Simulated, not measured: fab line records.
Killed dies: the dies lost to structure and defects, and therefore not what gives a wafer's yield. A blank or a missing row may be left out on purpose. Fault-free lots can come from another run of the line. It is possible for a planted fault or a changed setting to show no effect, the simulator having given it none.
Matching of chambers -- flow nand-harc -- NHARC_A_CONTACT_ETCH_106 on rie-diel-07 has 4 sister chambers
The step etches the open film in CF4/O2, target depth 90 nm, overetch 9 nm, time 49.5 s. 18 wafers are shown with their chamber, then 9 later ones without.

== WAFERS, EACH WITH ITS CHAMBER ==
wafer,chamber,drypump-motor-current-A (A),rf-vpp-V (V),throttle-valve-pct (%)
L857.2,2,6.0,197.9,13.401
L857.5,3,5.6,198.8,13.392
L857.6,0,6.3,195.5,13.405
L861.1,0,6.3,196.1,13.394
L861.3,3,5.6,199.5,13.383
L861.5,2,6.1,199.7,13.421
L863.1,1,6.0,198.8,13.410
L863.3,2,6.1,197.7,13.391
L863.6,3,5.6,197.6,13.386
L867.2,2,6.1,196.3,13.402
L867.3,0,6.3,197.8,13.402
L867.4,3,5.6,199.0,13.385
L864.2,1,5.9,198.3,13.393
L864.4,2,6.1,199.9,13.385
L864.6,1,5.9,198.6,13.397
L872.2,2,6.1,197.2,13.410
L872.5,3,5.6,198.2,13.390
L872.6,0,6.3,196.8,13.414

SIGNATURES (averages over the wafers above)
reading,chamber 0,chamber 1,chamber 2,chamber 3,scatter within a chamber
drypump-motor-current-A,6.300,5.933,6.083,5.600,0.0327
rf-vpp-V,196.550,198.567,198.117,198.620,1.04
throttle-valve-pct,13.40375,13.40000,13.40167,13.38720,0.00946
Rule: a wafer's distance from a chamber is the root of the sum, over the readings, of the square of ((its reading less the chamber's mean) divided by the reading's scatter). The wafer belongs to the nearest chamber; if the next one is less than 2 further off, it can't be placed. The scatter: the root of (the sum of the squares of (reading less its chamber's mean) over the shown wafers, divided by (wafers less chambers)).

== WAFERS MISSING THEIR CHAMBER ==
wafer,drypump-motor-current-A (A),rf-vpp-V (V),throttle-valve-pct (%)
L875.2,5.9,198.3,13.399
L875.3,6.3,197.2,13.375
L875.5,5.6,199.2,13.406
L874.1,5.9,198.4,13.393
L874.4,6.3,197.2,13.405
L874.6,6.3,195.3,13.391
L878.2,6.1,197.4,13.407
L878.3,5.9,198.0,13.396
L878.6,6.3,195.8,13.403

== WHICH CHAMBER EACH ONE RAN IN ==
wafer,from the rows above,in truth
L875.2,1,1
L875.3,0,0
L875.5,3,3
L874.1,1,1
L874.4,0,0
L874.6,0,0
L878.2,2,2
L878.3,1,1
L878.6,0,0
Correct placement for 9 of the 9. Number that these rows cannot place: 0. Wrongly placed: 0.
